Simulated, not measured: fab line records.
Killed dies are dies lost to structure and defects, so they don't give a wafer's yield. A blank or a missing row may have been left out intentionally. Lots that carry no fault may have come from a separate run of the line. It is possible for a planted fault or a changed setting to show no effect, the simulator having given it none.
Comparing a struck lot with a sound one    flow n5_finfet    39 out of 1938 route steps
Sound: the wafers L766.1, L766.5, L766.6. Struck: wafer L754.6 (left out: L754.3, L754.5 of the same lot, which were not struck); the cause appears at the end.
For every step that has rows: the tool of each side, followed by ch and its chambers, followed by its first start. Under that, the readings that differ: sound wafers    struck wafers    difference of the means    sigmas: that difference in standard deviations of wafers without a fault.
alike: readings whose means differ by less than 2 such deviations, and words and numbers that are the same on both sides. not compared: withheld readings, readings that some wafer has no value for, bounds like >300 that may hide the same value, and numbers for which the record gives no deviation and whose values overlap.
The two part at a step that has a row with sigmas, a row that says differs or no value, or rows on one side only. When numbers do not overlap yet have no deviation, they are printed without sigmas and do not part them. A reading that every wafer of one side lacks parts them only if that side has two wafers or more.

first, 12 steps without rows for these wafers: N5_SDB_ETCH_18 (etches SOC in N2/H2, target depth 100 nm, overetch 20 nm, time 150 s); N5_SDB_STRIP_19 (strips in N2/H2); N5_SDB_STRIP_21 (strips in CF4); N5_SDB_HM_OPEN_20 (chemistry CH3F/O2, target SiNx, stops on poly-Si, target depth 24 nm); N5_SDB_STRIP_22 (strips in N2/H2); N5_SDB_PRECLEAN_23 (cleans in dHF, time 30 s); N5_SDB_DUMMY_REMOVE_24 (chemistry TMAH, target poly-Si, stops on SiO2, target depth 142 nm, time 57 s, rinse time 30 s); N5_SDB_ETCH_25 (etches SiO2 in C4F6/O2, target depth 10 nm, time 3.3 s); N5_SDB_CUT_ETCH_26 (etches Si in HBr/Cl2/O2, target depth 129.6 nm, bt time 20 s, time 51.8 s); N5_SDB_PRECLEAN_38 (cleans in dHF, time 10 s); N5_SDB_PRECLEAN_39 (cleans in O3/DIW, time 45 s); N5_SDB_SRD_28 (time 30 s).
N5_SDB_ALD_29: deposits SiNx, target thk 30 nm, pulse time 1 s, ald cycles 600.
  sound on ald_sin-04 ch 1,2,3, day 7 21:05; struck on ald_sin-02 ch 1, day 4 19:09
reading                               sound           struck  difference  sigmas
ald_cycles                            600 600 600     534     -66         
model.SiNx_of_SDB_ALD_29.thk_nm (nm)  30.2 30.2 30.4  26.8    -3.5        
  alike: heater_power_w, precursor_pulse_height_rel, susceptor_temp_C
then, 23 steps without rows for these wafers: N5_SDB_CMP_30 (polishes, stops on poly-Si, t overpolish 1.54 s, target thk 30 nm); N5_DUMMY_REMOVAL_HM_STRIP_01 (strips SiNx in CH3F/O2, stops on poly-Si, target depth 4 nm, time 6.8 s); N5_DUMMY_REMOVAL_STRIP_10 (strips in N2/H2, time 40 s); N5_DUMMY_REMOVAL_PRECLEAN_07 (cleans in dHF, time 30 s); N5_DUMMY_REMOVAL_DUMMY_REMOVE_02 (chemistry TMAH, target poly-Si, stops on SiO2, target depth 142 nm, time 57 s, rinse time 30 s); N5_DUMMY_REMOVAL_PRECLEAN_08 (cleans in NF3:NH3, afs cycles 2, time 20 s, sublimation time 60 s); N5_DUMMY_REMOVAL_PRECLEAN_04 (cleans in DHF, time 37 s); N5_DUMMY_REMOVAL_SRD_05 (time 30 s); N5_HKMG_FIN_IL_REGROW_00 (material SiO2, chemistry O3, target thk 0.75 nm, time 30 s); N5_HKMG_FIN_HK_ALD_01 (deposits HfO2, target thk 1.6 nm, pulse time 3 s, purge time 3 s); N5_HKMG_FIN_HK_ANNEAL_02 (time 30 s); N5_HKMG_FIN_ALD_74 (deposits La2O3, target thk 0.5 nm, pulse time 6 s, co reactant pulse time 1 s); N5_HKMG_FIN_ALD_75 (deposits Al2O3, target thk 1 nm, co reactant pulse time 1 s); N5_HKMG_FIN_COAT_41 (time 60 s, resist thk 300 nm); N5_HKMG_FIN_COAT_42 (time 60 s, resist thk 35 nm); N5_HKMG_FIN_COAT_43 (resist thk 90 nm); N5_HKMG_FIN_EBR_45; N5_HKMG_FIN_SOFTBAKE_44 (time 60 s); N5_HKMG_FIN_EXPOSE_46 (exposes mask NDIPOLE); N5_HKMG_FIN_PEB_47 (peb time 60 s); N5_HKMG_FIN_DEVELOP_48 (develop time 30 s); N5_HKMG_FIN_DESCUM_53 (chemistry O2, time 7.9 s); N5_HKMG_FIN_ETCH_54 (etches SiARC in CF4, target depth 45.5 nm, time 75.8 s).
N5_GATE_CUT_ETCH_58: etches SiNx in CH3F/O2, target depth 17 nm, time 128.6 s.
  sound on rie_diel-05 ch 0,1, day 8 10:23; struck on rie_diel-02 ch 2, day 5 07:23
reading                               sound         struck  difference  sigmas
model.SiNx_of_SDB_ALD_29.thk_nm (nm)  24.8 24.6 25  21.8    -3.0        
  alike: drypump_motor_current_A, oes_product_au, rf_vpp_V, showerhead_plenum_p_Torr, throttle_valve_pct
  not compared: rf_hours_counter_h
-- here the record skips 3 days between the struck wafers' starts before and after, leaving off in module GATE_CUT and picking up in module BEOL_M4 (first step shown: number 1111 of the route) --
N5_BEOL_M4_RC_MEAS_101:
  sound on prober-02 ch 0, day 11 18:33; struck on prober-01 ch 0, day 8 15:01
reading    sound           struck  difference  sigmas
VT_P (mV)  -257 -254 -255  -248    +7          +2
  alike: DIBL_N, DIBL_P, IOFF_N, IOFF_P, ION_N, ION_P, SS_N, SS_P, VT_N
next, for these wafers, 1 step has no rows: N5_PASSIVATION_PROBE_49.

WHERE THEY PART
Within this record, at N5_BEOL_M4_RC_MEAS_101 only.

WHY: what the simulator had put in
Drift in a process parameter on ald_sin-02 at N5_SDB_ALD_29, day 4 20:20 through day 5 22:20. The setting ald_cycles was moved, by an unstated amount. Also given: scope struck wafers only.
